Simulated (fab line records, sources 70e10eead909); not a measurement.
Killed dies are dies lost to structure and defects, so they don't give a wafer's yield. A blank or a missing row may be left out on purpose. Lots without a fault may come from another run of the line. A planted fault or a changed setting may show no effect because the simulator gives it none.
A struck lot beside a sound one | flow nand_harc | 30 steps out of a route of 1302
Sound: wafers L960.3, L960.4, L960.6. Struck: wafers L966.1, L966.6. The cause comes at the end.
At each step with rows: each side's tool, then ch and its chambers, then its first start. Under that, the readings that differ: sound wafers | struck wafers | difference of the means | sigmas: that difference in standard deviations of wafers without a fault.
alike: readings whose means differ by less than 2 such deviations, and words and numbers that are the same on both sides. not compared: withheld readings, readings that some wafer has no value for, bounds like >300 that may hide the same value, and numbers for which the record gives no deviation and whose values overlap.
The two part at a step that has a row with sigmas, a row that says differs or no value, or rows on one side only. Numbers that don't overlap but have no deviation are shown without sigmas and don't part them. A reading that every wafer of one side lacks parts them only if that side has two wafers or more.

first, 1 step without rows for these wafers: NHARC_A_CHANNEL_HOLE_D1_DEVELOP_09 (develop time 35 s).
NHARC_A_CHANNEL_HOLE_D1_CD_MEAS_10: target cd 100 nm.
  sound on cd_sem-01 ch 0, day 8 17:47; struck on cd_sem-02 ch 0, day 11 19:34
  alike: cd_nm
NHARC_A_CHANNEL_HOLE_D1_OVL_MEAS_11:
  sound on overlay-01, day 8 17:53; struck on overlay-01, day 11 19:40
  reading           | sound          | struck    | difference | sigmas
  overlay_x_nm (nm) | 1.4 2.4 1.8    | -0.2 -0.7 | -2.3       | -2
  overlay_y_nm (nm) | -1.3 -1.2 -1.0 | 0.7 0.7   | +1.9       | +2
NHARC_A_CHANNEL_HOLE_D1_INSPECT_12:
  sound on defect_inspect-02, day 8 17:55; struck on defect_inspect-02, day 11 19:41
  alike: raw_defect_count
NHARC_A_CHANNEL_HOLE_D1_DESCUM_15: chemistry O2, time 3 s.
  sound on rie_diel-03 ch 0,1,2, day 8 17:59; struck on rie_diel-03 ch 1,3, day 11 19:46
  alike: chamber_pressure_mTorr, drypump_motor_current_A, o2_flow_sccm, oes_product_au, rf_vpp_V, showerhead_plenum_p_Torr, throttle_valve_pct
  not compared: rf_hours_counter_h
then, 2 steps without rows for these wafers: NHARC_A_CHANNEL_HOLE_D1_ETCH_38 (etches the open film in CF4, target depth 39 nm, time 65 s); NHARC_A_CHANNEL_HOLE_D1_ETCH_39 (etches the open film in N2/H2, target depth 260 nm, time 325 s).
NHARC_A_CHANNEL_HOLE_D1_ETCH_34: etches the open film in CF4/CHF3, target depth 154 nm, time 77 s.
  sound on rie_diel-03 ch 1,2; struck on rie_diel-03 ch 0,3
  alike: chamber_pressure_mTorr, drypump_motor_current_A, oes_product_au, rf_vpp_V, showerhead_plenum_p_Torr, throttle_valve_pct
  not compared: rf_hours_counter_h
then, 1 step without rows for these wafers: NHARC_A_CHANNEL_HOLE_D1_ETCH_16 (etches the open film in O2/COS, target depth 3100 nm, time 806 s).
NHARC_A_CHANNEL_HOLE_D1_CD_MEAS_18:
  sound on cd_sem-01, day 8 19:29; struck on cd_sem-02, day 11 21:20
  alike: cd_nm
then, 1 step without rows for these wafers: NHARC_A_CHANNEL_HOLE_D1_ETCH_19 (etches the open film in C4F8/O2/Ar, time 34.5 s).
NHARC_A_CHANNEL_HOLE_D1_ETCH_20: etches the open film in C4F8/O2/Ar, time 361.9 s, target depth 1600 nm.
  sound on har_etch-02 ch 0,1, day 8 19:46; struck on har_etch-02 ch 0, day 11 21:31
  alike: chamber_pressure_mTorr, drypump_motor_current_A, o2_flow_sccm, oes_air_line_au, showerhead_plenum_p_Torr, throttle_valve_pct
  not compared: rf_hours_counter_h
NHARC_A_CHANNEL_HOLE_D1_ETCH_21: etches the open film in C4F8/O2/Ar, time 514.3 s, target depth 1600 nm.
  sound on har_etch-02 ch 0,1, day 8 20:07; struck on har_etch-02 ch 0, day 11 21:50
  alike: chamber_pressure_mTorr, drypump_motor_current_A, o2_flow_sccm, oes_air_line_au, showerhead_plenum_p_Torr, throttle_valve_pct
  not compared: rf_hours_counter_h
then, 3 steps without rows for these wafers: NHARC_A_CHANNEL_HOLE_D1_ETCH_22 (etches the open film in C4F8/O2/Ar, time 666.7 s, target depth 1600 nm); NHARC_A_CHANNEL_HOLE_D1_ETCH_23 (etches the open film in C4F8/O2/Ar, time 819 s, target depth 1600 nm); NHARC_A_CHANNEL_HOLE_D1_ETCH_24 (etches the open film in C4F8/O2/Ar, time 906.2 s, target depth 1500 nm).
NHARC_A_CHANNEL_HOLE_D1_ETCH_25: etches the open film in C4F8/O2/Ar, time 1040.2 s, target depth 1500 nm.
  sound on har_etch-02 ch 0,1, day 8 22:46; struck on har_etch-02 ch 0, day 12 00:18
  alike: chamber_pressure_mTorr, drypump_motor_current_A, o2_flow_sccm, oes_air_line_au, showerhead_plenum_p_Torr, throttle_valve_pct
  not compared: rf_hours_counter_h
then, 6 steps without rows for these wafers: NHARC_A_CHANNEL_HOLE_D1_ETCH_26 (etches the open film in C4F8/O2/Ar, time 224.1 s, target depth 300 nm); NHARC_A_CHANNEL_HOLE_D1_ETCH_33 (etches the open film in C4F8/O2/Ar, time 90 s, target depth 400 nm); NHARC_A_CHANNEL_HOLE_D1_STRIP_41 (strips in N2/H2); NHARC_A_CHANNEL_HOLE_D1_STRIP_42 (strips in CF4/CHF3); NHARC_A_CHANNEL_HOLE_D1_STRIP_43 (strips in O2/COS); NHARC_A_CHANNEL_HOLE_D1_ETCH_44 (etches the open film in CF4/O2, target depth 140 nm, overetch 14 nm, time 77 s).
NHARC_A_CHANNEL_HOLE_D1_STRIP_27: strips in O2.
  sound on rie_diel-01 ch 0,1; struck on rie_diel-03 ch 2,3
  alike: chamber_pressure_mTorr, drypump_motor_current_A, o2_flow_sccm, oes_product_au, rf_vpp_V, showerhead_plenum_p_Torr, throttle_valve_pct
  not compared: rf_hours_counter_h
then, 2 steps without rows for these wafers: NHARC_A_CHANNEL_HOLE_D1_PRECLEAN_28 (cleans in SC1); NHARC_A_CHANNEL_HOLE_D1_SRD_29.
NHARC_A_CHANNEL_HOLE_D1_CD_MEAS_30:
  sound on cd_sem-01, day 9 01:05; struck on cd_sem-02, day 12 02:57
  alike: cd_nm
then, 1 step without rows for these wafers: NHARC_A_CHANNEL_HOLE_D1_XSEM_31.
NHARC_A_CHANNEL_HOLE_D1_INSPECT_40:
  sound on defect_inspect-02, day 9 01:17; struck on defect_inspect-02, day 12 03:19
  reading          | sound       | struck  | difference | sigmas
  raw_defect_count | 112 108 108 | 540 564 | +443       | +15
  not compared: hold
-- the record jumps here: 16 days lie between the struck wafers' starts before and after (it left off in module A_CHANNEL_HOLE_D1 and takes up again in module END, whose first step shown is number 1302 of the route) --
NHARC_END_SORT_01:
  the record has rows for the struck wafers here (prober-01 ch 0, day 27 15:26) and none for the sound ones

WHERE THEY PART
First at NHARC_A_CHANNEL_HOLE_D1_OVL_MEAS_11; last, within this record, at NHARC_END_SORT_01.

WHY: what the simulator had put in
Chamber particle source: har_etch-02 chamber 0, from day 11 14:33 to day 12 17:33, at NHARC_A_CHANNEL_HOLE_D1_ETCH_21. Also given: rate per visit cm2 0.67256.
